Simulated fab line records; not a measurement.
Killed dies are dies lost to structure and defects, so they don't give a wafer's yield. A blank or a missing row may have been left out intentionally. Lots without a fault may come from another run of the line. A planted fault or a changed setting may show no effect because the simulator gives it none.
fab line records    flow n5_finfet
record lots=15  wafers=45  last_day=20
route steps=1938 shown MIM_TOP@1834 MIM_TOP_LITHO@1845
lots untouched by any fault: they come from a run of this same line in which no faults occurred
start_h: hours from the record's opening day to when the first of the lot's shown wafers began    wait_h: hours from the lot's prior step to this one    " unchanged from the row above    L1.1+2: a single row standing in for several wafers    - no value present, or no start provided    * or withheld: withheld    < > ~ a bound
route shown NAME@n: a module of which the file shows steps, and the number in the route of the first    usual: average and standard deviation across the fault-free wafers    same: alike in all rows    chamber/n: place in a boat    sites: readings site by site    _std_site: standard deviation of those values    _edge_site: mean of outer sites minus mean of inner sites    radius_mm: for every site, how far away it sits from the centre of the wafer    mask NAME#n: copy n    behind: the most recent tool/chamber to have shaped the wafer    hold: why the lot went on hold/how many hours it stayed there/how the hold came to an end    device: the transistor (n, p or np) that didn't switch    end of line: the same wafers' tests at the end of the route    where a step has no rows: the recipe by itself    killed: at the first sort, the dies lost to defects and structure; wafer yield is something else    map: a wafer's dies, x killed, . not, _ none there
set.NAME: the setting the step ran with; set.NAME@STEP: the setting that earlier step ran with    model.NAME: the simulator's own value behind a step, which no gauge read
a sample of lots followed through the steps of the route, with each step as a table and each wafer as a row
services: from which hour (start_h, from the record's first day; less than 0 if before it) a tool's chamber was out of use, for how many hours, and why
## steps
# step N5_MIM_TOP_ALD_00
# recipe material=Al2O3  target_thk_a=*  temp_c=withheld  ald_precursor_family=TMA  ald_co_reactant=O3  pulse_time_s=withheld  purge_time_s=3  co_reactant_purge_time_s=withheld  co_reactant_pulse_time_s=3  ald_cycles=withheld
# usual precursor_pulse_height_rel=1.001/0.021
lot.wafer  tool       chamber  start_h  wait_h  precursor_pulse_height_rel
L998.3     ald_hk-02  1        330.37   0.1     0.996
L998.4     "          3        "        "       0.996
L998.6     "          1        "        "       0.982
L997.1     ald_hk-01  1        331.03   0.1     0.992
L997.5     "          0        "        "       1.013
L997.6     "          3        "        "       0.988
L102.4     ald_hk-02  1        356.83   0.1     1.003
L102.5     "          1        "        "       1.014
L102.6     "          0        "        "       1.017
L104.2     ald_hk-02  0        375.29   0.1     1.000
L104.5     "          2        "        "       0.985
L104.6     "          1        "        "       0.983
L107.2     ald_hk-01  2        379.73   0.1     1.002
L107.3     "          0        "        "       1.035
L107.6     "          3        "        "       1.000
L108.1     ald_hk-01  0        410.24   0.1     1.004
L108.4     "          3        "        "       0.971
L108.5     "          1        "        "       0.969
L111.3     ald_hk-01  3        414.30   0.1     0.979
L111.4     "          1        "        "       1.000
L111.5     "          0        "        "       1.007
L112.3     ald_hk-03  3        430.94   0.1     1.002
L112.5     "          1        "        "       0.967
L112.6     "          0        "        "       1.004
L113.1     ald_hk-01  0        431.06   0.1     1.016
L113.4     "          2        "        "       1.035
L113.5     "          1        "        "       1.001
L114.2     ald_hk-01  0        438.04   0.1     1.005
L114.3     "          3        "        "       0.995
L114.4     "          2        "        "       1.042
L118.1     ald_hk-02  2        443.23   0.1     1.014
L118.4     "          0        "        "       0.987
L118.6     "          1        "        "       0.987
L109.3     ald_hk-01  1        443.43   0.1     0.992
L109.4     "          0        "        "       0.979
L109.5     "          1        "        "       0.992
L117.1     ald_hk-02  1        457.99   0.1     0.976
L117.4     "          3        "        "       0.999
L117.6     "          1        "        "       0.996
L120.3     ald_hk-01  0        466.02   0.1     1.040
L120.4     "          1        "        "       0.986
L120.6     "          3        "        "       1.004
L119.3     ald_hk-02  2        473.41   0.1     0.999
L119.4     "          0        "        "       1.045
L119.5     "          0        "        "       1.011
# step N5_MIM_TOP_ALD_01
# recipe material=HfO2  target_thk_a=56  temp_c=withheld  ald_precursor_family=Hf-amide  ald_co_reactant=O3  pulse_time_s=1  purge_time_s=3  co_reactant_purge_time_s=2  co_reactant_pulse_time_s=3  ald_cycles=62
# usual precursor_pulse_height_rel=1.002/0.02
lot.wafer  tool       chamber  start_h  wait_h  precursor_pulse_height_rel
L998.3     ald_hk-02  1        -        -       0.983
L998.4     "          3        "        "       0.995
L998.6     "          1        "        "       1.003
L997.1     ald_hk-01  1        -        -       1.020
L997.5     "          0        "        "       0.974
L997.6     "          3        "        "       1.026
L102.4     ald_hk-02  1        -        -       0.954
L102.5     "          1        "        "       0.984
L102.6     "          0        "        "       0.987
L104.2     ald_hk-02  0        -        -       1.006
L104.5     "          2        "        "       0.985
L104.6     "          1        "        "       0.982
L107.2     ald_hk-01  2        -        -       1.037
L107.3     "          0        "        "       0.995
L107.6     "          3        "        "       0.989
L108.1     ald_hk-01  0        -        -       1.000
L108.4     "          3        "        "       0.997
L108.5     "          1        "        "       0.991
L111.3     ald_hk-01  3        -        -       0.980
L111.4     "          1        "        "       1.029
L111.5     "          0        "        "       0.995
L112.3     ald_hk-03  3        -        -       0.969
L112.5     "          1        "        "       1.015
L112.6     "          0        "        "       1.008
L113.1     ald_hk-01  0        -        -       0.986
L113.4     "          2        "        "       1.017
L113.5     "          1        "        "       1.000
L114.2     ald_hk-01  0        -        -       1.016
L114.3     "          3        "        "       0.984
L114.4     "          2        "        "       1.019
L118.1     ald_hk-02  2        -        -       1.027
L118.4     "          0        "        "       1.031
L118.6     "          1        "        "       1.023
L109.3     ald_hk-01  1        -        -       1.007
L109.4     "          0        "        "       0.999
L109.5     "          1        "        "       1.003
L117.1     ald_hk-02  1        -        -       1.022
L117.4     "          3        "        "       1.031
L117.6     "          1        "        "       1.014
L120.3     ald_hk-01  0        -        -       1.005
L120.4     "          1        "        "       0.986
L120.6     "          3        "        "       1.034
L119.3     ald_hk-02  2        -        -       1.011
L119.4     "          0        "        "       1.003
L119.5     "          0        "        "       1.028
# step N5_MIM_TOP_ALD_02
# recipe material=Al2O3  target_thk_a=*  temp_c=withheld  ald_precursor_family=TMA  ald_co_reactant=O3  pulse_time_s=withheld  purge_time_s=3  co_reactant_purge_time_s=withheld  co_reactant_pulse_time_s=3  ald_cycles=withheld
# usual precursor_pulse_height_rel=0.998/0.022
lot.wafer  tool       chamber  start_h  wait_h  precursor_pulse_height_rel
L998.3     ald_hk-02  1        -        -       0.993
L998.4     "          3        "        "       1.015
L998.6     "          1        "        "       1.006
L997.1     ald_hk-01  1        -        -       1.012
L997.5     "          0        "        "       1.003
L997.6     "          3        "        "       0.987
L102.4     ald_hk-02  1        -        -       0.971
L102.5     "          1        "        "       0.983
L102.6     "          0        "        "       0.974
L104.2     ald_hk-02  0        -        -       1.029
L104.5     "          2        "        "       0.977
L104.6     "          1        "        "       0.991
L107.2     ald_hk-01  2        -        -       1.038
L107.3     "          0        "        "       0.961
L107.6     "          3        "        "       0.972
L108.1     ald_hk-01  0        -        -       0.998
L108.4     "          3        "        "       0.984
L108.5     "          1        "        "       1.038
L111.3     ald_hk-01  3        -        -       0.999
L111.4     "          1        "        "       0.999
L111.5     "          0        "        "       0.999
L112.3     ald_hk-03  3        -        -       0.969
L112.5     "          1        "        "       1.002
L112.6     "          0        "        "       1.000
L113.1     ald_hk-01  0        -        -       0.999
L113.4     "          2        "        "       0.980
L113.5     "          1        "        "       1.008
L114.2     ald_hk-01  0        -        -       1.023
L114.3     "          3        "        "       1.029
L114.4     "          2        "        "       1.018
L118.1     ald_hk-02  2        -        -       1.037
L118.4     "          0        "        "       0.984
L118.6     "          1        "        "       0.999
L109.3     ald_hk-01  1        -        -       1.048
L109.4     "          0        "        "       0.974
L109.5     "          1        "        "       0.973
L117.1     ald_hk-02  1        -        -       1.010
L117.4     "          3        "        "       1.002
L117.6     "          1        "        "       1.000
L120.3     ald_hk-01  0        -        -       1.018
L120.4     "          1        "        "       0.998
L120.6     "          3        "        "       0.968
L119.3     ald_hk-02  2        -        -       1.019
L119.4     "          0        "        "       0.991
L119.5     "          0        "        "       1.029
# step N5_MIM_TOP_LITHO_DEVELOP_07
# recipe develop_time_s=60  rinse_liquid=diw  dry=air_spin  dev_temp_c=21
# usual chill_plate_temp_C=23.02/0.094  develop_time_s=60/0
lot.wafer  tool            chamber  start_h  wait_h  chill_plate_temp_C  develop_time_s
L998.3     litho_track-02  0        331.89   -       23.02               60
L998.4     "               0        "        "       22.99               60
L998.6     "               0        "        "       23.01               60
L997.1     litho_track-02  0        332.45   -       23.03               60
L997.5     "               0        "        "       23.08               60
L997.6     "               0        "        "       22.94               60
L102.4     litho_track-03  -        357.97   -       -                   -
L102.5     "               -        "        "       -                   -
L102.6     "               -        "        "       -                   -
L104.2     litho_track-05  -        376.43   -       -                   -
L104.5     "               -        "        "       -                   -
L104.6     "               -        "        "       -                   -
L107.2     litho_track-02  -        380.70   -       -                   -
L107.3     "               -        "        "       -                   -
L107.6     "               -        "        "       -                   -
L108.1     litho_track-05  0        411.40   -       22.94               60
L108.4     "               0        "        "       22.98               60
L108.5     "               0        "        "       22.88               60
L111.3     litho_track-03  0        415.50   -       23.01               60
L111.4     "               0        "        "       23.10               60
L111.5     "               0        "        "       23.07               60
L112.3     litho_track-02  0        432.74   -       23.20               60
L112.5     "               0        "        "       23.11               60
L112.6     "               0        "        "       23.10               60
L113.1     litho_track-05  0        433.89   -       22.98               60
L113.4     "               0        "        "       23.10               60
L113.5     "               0        "        "       23.03               60
L114.2     litho_track-02  0        439.27   -       23.08               60
L114.3     "               0        "        "       22.97               60
L114.4     "               0        "        "       23.09               60
L118.1     litho_track-02  0        444.83   -       23.10               60
L118.4     "               0        "        "       22.86               60
L118.6     "               0        "        "       22.97               60
L109.3     litho_track-02  0        444.99   -       23.12               60
L109.4     "               0        "        "       23.09               60
L109.5     "               0        "        "       23.09               60
L117.1     litho_track-03  0        459.37   -       22.99               60
L117.4     "               0        "        "       23.13               60
L117.6     "               0        "        "       23.01               60
L120.3     litho_track-03  0        469.26   -       22.88               60
L120.4     "               0        "        "       22.90               60
L120.6     "               0        "        "       22.85               60
L119.3     litho_track-05  0        474.63   -       23.09               60
L119.4     "               0        "        "       23.00               60
L119.5     "               0        "        "       22.91               60
## services
tool            chamber  start_h  hours  kind
litho_track-02  -        306.44   -      consumable_replace:filter
ald_hk-02       -        335.15   0.5    repair
ald_hk-02       -        342.76   2.8    pm
ald_hk-01       -        361.74   14.6   pm
litho_track-05  -        407.04   -      consumable_replace:filter
ald_hk-02       -        433.44   0.3    repair
ald_hk-01       -        439.98   0.7    repair
ald_hk-02       -        441.11   0.6    repair
ald_hk-03       -        462.34   14.6   pm
## key
first_sign step=N5_MIM_TOP_LITHO_DEVELOP_07  reading=tool_record  direction=missing
effect none on later readings
met_at N5_MIM_TOP_LITHO_DEVELOP_07
struck_lots L102,L104,L107
later_rows_left_out L102.4,L102.5,L102.6,L104.2,L104.5,L104.6,L107.2,L107.3,L107.6
sort_left_out L102.4,L102.5,L102.6,L104.2,L104.5,L104.6,L107.2,L107.3,L107.6
not_acting_at N5_MIM_TOP_ALD_00,N5_MIM_TOP_ALD_01,N5_MIM_TOP_ALD_02
onset_between 332.45 357.97
fault kind=skipped_step_whole  tool=litho_track-02,litho_track-03,litho_track-05  chamber=-  onset_h=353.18  steps=N5_MIM_TOP_LITHO_DEVELOP_07  scope=struck_lots_only
# sort_left_out: the simulated sort isn't trusted on such a fault, so these wafers' sort isn't shown, and their yield isn't known
# later_rows_left_out: the simulator's readings of these wafers behind a module that went badly wrong aren't trusted and aren't shown, but for the sort
